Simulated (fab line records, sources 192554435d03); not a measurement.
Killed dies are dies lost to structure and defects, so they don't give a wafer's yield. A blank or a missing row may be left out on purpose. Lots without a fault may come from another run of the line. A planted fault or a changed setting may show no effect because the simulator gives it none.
fab line records | flow n5_finfet | part 2 of 2: steps 5 to 6 of 6
record lots=22 wafers=66 last_day=20
route steps=1938 shown GATE_CUT@516 MOL_CONTACT_COAG@531
lots that met no fault: from a run of the same line without faults
start_h: hours from the record's first day to the start of the lot's first wafer shown | wait_h: hours since the lot's step before | " the same as in the row above | L1.1+2: a row that stands for several wafers | - no value, or no start given | * or withheld: withheld | < > ~ a bound
route shown NAME@n: a module of which the file shows steps, and the number in the route of the first | usual: mean/standard deviation of fault-free wafers | same: alike in all rows | chamber/n: place in a boat | sites: the reading at each site | _std_site: their standard deviation | _edge_site: outer sites' mean less inner sites' | radius_mm: how far each site lies from the wafer's centre | mask NAME#n: copy n | behind: the tool/chamber that last shaped the wafer | hold: why the lot was held/for how many hours/how that ended | device: the transistor (n, p or np) that didn't switch | end of line: the same wafers' tests at the end of the route | a step without rows: its recipe alone | killed: dies lost to structure and defects at the first sort, not the wafer's yield | map: a wafer's dies, x killed, . not, _ none there
set.NAME: the setting as run; set.NAME@STEP: as run at that earlier step | model.NAME: the simulator's own value behind a step, which no gauge read
steps of the route over a sample of lots; a table a step, a row a wafer
services: from which hour (start_h, from the record's first day; less than 0 if before it) a tool's chamber was out of use, for how many hours, and why
## steps
# step N5_MOL_CONTACT_COAG_VIA_ETCH_46
# recipe chemistry=C4F6/O2 target_depth_a=460 overetch_a=92 mask_material=SOC target=SiO2 bias_w=455 pressure_mtorr=10 time_s=40 source_w=325 Ar_flow_sccm=300 C4F6_flow_sccm=10 O2_flow_sccm=10 ion_energy_ev=575.3 ends=end_point
# usual C4F6_flow_sccm=10.001/0.025 drypump_motor_current_A=5.6/0.5 oes_product_au=0.72/0.072 rf_vpp_V=1587/28 showerhead_plenum_p_Torr=2.82/0.069 throttle_valve_pct=40.7/0.36
# columns lot.wafer tool chamber start_h wait_h C4F6_flow_sccm drypump_motor_current_A oes_product_au rf_hours_counter_h rf_vpp_V showerhead_plenum_p_Torr throttle_valve_pct
L074.2 rie_diel-05 3 99.16 0.0 10.010 6.6 0.60 238 1622 2.80 40.8
L074.4 " 1 " " 10.010 5.8 0.64 187 1605 2.72 41.0
L074.6 " 0 " " 10.001 5.6 0.66 - 1558 2.83 40.6
L075.2 rie_diel-06 2 104.37 0.0 9.986 4.6 0.75 61 1626 2.87 41.0
L075.5 " 2 " " 10.004 4.6 0.75 - 1626 2.87 41.0
L075.6 " 3 " " 9.998 5.6 0.66 - 1552 2.80 40.5
L076.2 rie_diel-06 0 112.89 0.0 9.991 5.5 0.79 40 1591 2.90 40.5
L076.3 " 2 " " 9.973 4.6 0.75 64 1624 2.87 41.0
L076.4 " 1 " " 9.998 5.3 0.65 184 1553 2.71 40.9
L077.2 rie_diel-01 2 118.08 0.0 10.016 5.4 0.79 29 1555 2.78 41.0
L077.4 " 3 " " 9.999 6.1 0.73 - 1605 2.88 40.9
L077.5 " 1 " " 10.002 6.0 0.76 - 1619 2.86 40.1
L078.1 rie_diel-06 0 125.60 0.0 9.988 5.5 0.78 45 1589 2.89 40.5
L078.2 " 3 " " 10.008 5.6 0.64 214 1550 2.79 40.5
L078.6 " 3 " " 9.997 5.6 0.66 - 1551 2.79 40.5
L079.2 rie_diel-01 1 130.55 0.0 9.968 6.0 0.75 60 1620 2.86 40.1
L079.3 " 0 " " 10.054 5.8 0.87 2 1572 2.89 39.8
L079.4 " 3 " " 10.005 6.0 0.73 88 1604 2.88 40.9
L080.1 rie_diel-01 1 136.03 0.0 10.026 6.0 0.72 62 1619 2.85 40.1
L080.3 " 0 " " 9.983 5.8 0.86 4 1571 2.89 39.8
L080.4 " 3 " " 9.998 6.0 0.71 90 1604 2.87 40.9
L082.1 rie_diel-05 1 151.10 0.0 10.034 5.8 0.63 204 1606 2.71 41.0
L082.3 " 3 " " 10.009 6.6 0.88 1 1622 2.79 40.5
L082.5 " 3 " " 10.035 6.6 0.85 - 1622 2.79 40.5
L084.2 rie_diel-06 0 160.20 0.0 10.030 5.5 0.74 59 1590 2.89 40.5
L084.5 " 1 " " 9.998 5.3 0.64 - 1553 2.70 40.9
L084.6 " 0 " " 10.003 5.4 0.76 - 1590 2.89 40.5
L085.1 rie_diel-05 0 165.73 0.0 10.001 5.7 0.65 223 1560 2.82 40.6
L085.3 " 2 " " 10.011 6.1 0.89 1 1585 2.91 41.2
L085.6 " 2 " " 9.951 6.1 0.90 - 1583 2.91 41.2
L086.1 rie_diel-01 2 171.81 0.0 9.974 5.5 0.75 49 1555 2.77 41.0
L086.5 " 3 " " 10.006 6.0 0.70 - 1604 2.87 40.9
L086.6 " 0 " " 9.999 5.8 0.82 - 1571 2.89 39.8
L087.1 rie_diel-06 0 177.31 0.0 9.952 5.4 0.75 65 1589 2.89 40.6
L087.2 " 2 " " 10.033 4.6 0.73 87 1624 2.86 41.0
L087.5 " 1 " " 9.975 5.3 0.66 - 1552 2.70 40.9
L088.1 rie_diel-05 3 182.50 0.0 9.983 6.6 0.80 13 1620 2.79 40.5
L088.2 " 2 " " 9.987 6.1 0.84 6 1584 2.91 41.1
L088.4 " 0 " " 10.021 5.7 0.64 229 1560 2.81 40.6
L089.3 rie_diel-06 0 192.11 0.0 10.061 5.5 0.75 71 1589 2.88 40.5
L089.4 " 3 " " 10.036 5.6 0.63 240 1551 2.78 40.5
L089.6 " 2 " " 9.975 4.6 0.72 - 1623 2.85 41.0
L090.2 rie_diel-05 3 193.86 0.0 10.004 6.6 0.80 18 1621 2.79 40.5
L090.4 " 1 " " 10.038 5.8 0.62 219 1603 2.70 41.0
L090.5 " 3 " " 9.997 6.6 0.80 - 1622 2.79 40.5
L091.3 rie_diel-06 0 201.55 0.0 10.021 5.4 0.74 74 1589 2.88 40.6
L091.5 " 2 " " 9.953 4.6 0.71 - 1624 2.85 41.0
L091.6 " 1 " " 9.956 5.3 0.63 - 1553 2.69 40.9
L092.1 rie_diel-01 0 208.40 0.0 10.057 5.8 0.80 31 1570 2.88 39.8
L092.3 " 2 " " 10.004 5.4 0.74 62 1554 2.77 41.1
L092.5 " 1 " " 9.984 6.0 0.71 - 1617 2.84 40.1
L093.3 rie_diel-01 0 213.00 0.0 10.013 5.8 0.81 32 1571 2.88 39.8
L093.4 " 3 " " 10.016 6.0 0.69 119 1603 2.86 40.9
L093.6 " 1 " " 9.983 6.0 0.73 - 1618 2.84 40.1
L094.1 rie_diel-01 0 224.72 0.0 9.985 5.8 0.80 37 1571 2.88 39.9
L094.4 " 1 " " 9.990 6.0 0.72 93 1617 2.84 40.1
L094.5 " 0 " " 9.974 5.8 0.79 - 1570 2.88 39.8
L095.3 rie_diel-06 0 226.83 0.0 10.002 5.5 0.73 84 1589 2.88 40.5
L095.5 " 2 " " 10.017 4.6 0.72 - 1624 2.85 41.1
L095.6 " 1 " " 9.957 5.3 0.62 - 1552 2.69 40.9
L096.1 rie_diel-06 1 231.09 0.0 10.003 5.3 0.61 227 1552 2.69 40.9
L096.5 " 0 " " 9.959 5.4 0.73 - 1590 2.88 40.6
L096.6 " 2 " " 9.989 4.6 0.72 - 1623 2.85 41.0
L097.4 rie_diel-06 1 234.79 0.0 10.016 5.3 0.62 - 1551 2.69 40.9
L097.5 " 2 " " 10.036 4.6 0.73 - 1624 2.85 41.0
L097.6 " 0 " " 10.009 5.5 0.73 - 1589 2.87 40.6
# step N5_MOL_CONTACT_COAG_OVL_MEAS_41
# recipe points_per_wafer=522
# usual VD_OVL=-0.6/0.79
# same points_per_wafer=522
# columns lot.wafer tool chamber start_h wait_h VD_OVL[nm]
L074.2 overlay-02 0 100.03 0.0 0.2
L074.4 " 0 " " -1.9
L074.6 " 0 " " -1.0
L075.2 overlay-01 0 105.06 0.0 -1.0
L075.5 " 0 " " 0.5
L075.6 " 0 " " -0.2
L076.2 overlay-01 0 113.58 0.0 -1.9
L076.3 " 0 " " -1.4
L076.4 " 0 " " -1.7
L077.2 overlay-01 0 118.89 0.0 0.4
L077.4 " 0 " " -0.7
L077.5 " 0 " " -0.4
L078.1 overlay-01 0 126.42 0.0 -2.4
L078.2 " 0 " " -1.1
L078.6 " 0 " " -2.0
L079.2 overlay-01 0 131.24 0.0 -1.5
L079.3 " 0 " " -1.9
L079.4 " 0 " " -1.8
L080.1 overlay-01 0 136.84 0.0 -0.2
L080.3 " 0 " " 0.4
L080.4 " 0 " " -0.4
L082.1 overlay-02 0 151.82 0.0 -1.4
L082.3 " 0 " " -1.3
L082.5 " 0 " " -1.2
L084.2 overlay-02 0 160.90 0.0 -0.5
L084.5 " 0 " " -0.1
L084.6 " 0 " " 0.6
L085.1 overlay-01 0 166.54 0.0 -0.2
L085.3 " 0 " " -1.1
L085.6 " 0 " " -0.9
L086.1 overlay-01 0 172.49 0.0 -1.1
L086.5 " 0 " " -0.5
L086.6 " 0 " " -0.3
L087.1 overlay-01 0 178.00 0.0 -0.9
L087.2 " 0 " " 0.2
L087.5 " 0 " " -0.5
L088.1 overlay-02 0 183.18 0.0 -0.5
L088.2 " 0 " " 0.6
L088.4 " 0 " " -0.2
L089.3 overlay-01 0 192.85 0.0 -0.5
L089.4 " 0 " " -1.3
L089.6 " 0 " " -1.2
L090.2 overlay-02 0 194.54 0.0 1.4
L090.4 " 0 " " 0.7
L090.5 " 0 " " 0.2
L091.3 overlay-01 0 202.25 0.0 0.6
L091.5 " 0 " " 1.7
L091.6 " 0 " " -0.1
L092.1 overlay-01 0 211.83 0.0 -0.4
L092.3 " 0 " " -0.5
L092.5 " 0 " " 0.4
L093.3 overlay-02 0 213.74 0.0 0.1
L093.4 " 0 " " -0.4
L093.6 " 0 " " 0.2
L094.1 overlay-01 0 225.57 0.0 -1.2
L094.4 " 0 " " -0.9
L094.5 " 0 " " -1.2
L095.3 overlay-02 0 227.68 0.0 0.2
L095.5 " 0 " " -1.3
L095.6 " 0 " " -1.9
L096.1 overlay-02 0 231.92 0.0 0.0
L096.5 " 0 " " -0.4
L096.6 " 0 " " -0.7
L097.4 overlay-02 0 235.63 0.0 -0.7
L097.5 " 0 " " -0.4
L097.6 " 0 " " -1.2
## services
# columns tool chamber start_h hours kind
rie_diel-05 0 65.41 2.3 repair
rie_diel-05 2 83.44 2.5 repair
rie_diel-01 0 100.97 - clean
rie_diel-01 0 100.97 - consumable_replace:focus_ring
rie_diel-01 0 100.97 22.1 scheduled_down
rie_diel-01 0 100.97 22.1 vent_cycle
rie_diel-05 - 106.30 2.8 pm
rie_diel-06 1 121.89 3.9 repair
rie_diel-05 3 134.17 - clean
rie_diel-05 3 134.17 - consumable_replace:focus_ring
rie_diel-05 3 134.17 13.7 scheduled_down
rie_diel-05 3 134.17 13.7 vent_cycle
rie_diel-05 2 147.93 - clean
rie_diel-05 2 147.93 - consumable_replace:focus_ring
rie_diel-05 2 147.93 15.4 scheduled_down
rie_diel-05 2 147.93 15.4 vent_cycle
rie_diel-06 1 168.38 3.6 repair
rie_diel-06 3 219.64 - clean
rie_diel-06 3 219.64 - consumable_replace:focus_ring
rie_diel-06 3 219.64 19.4 scheduled_down
rie_diel-06 3 219.64 19.4 vent_cycle
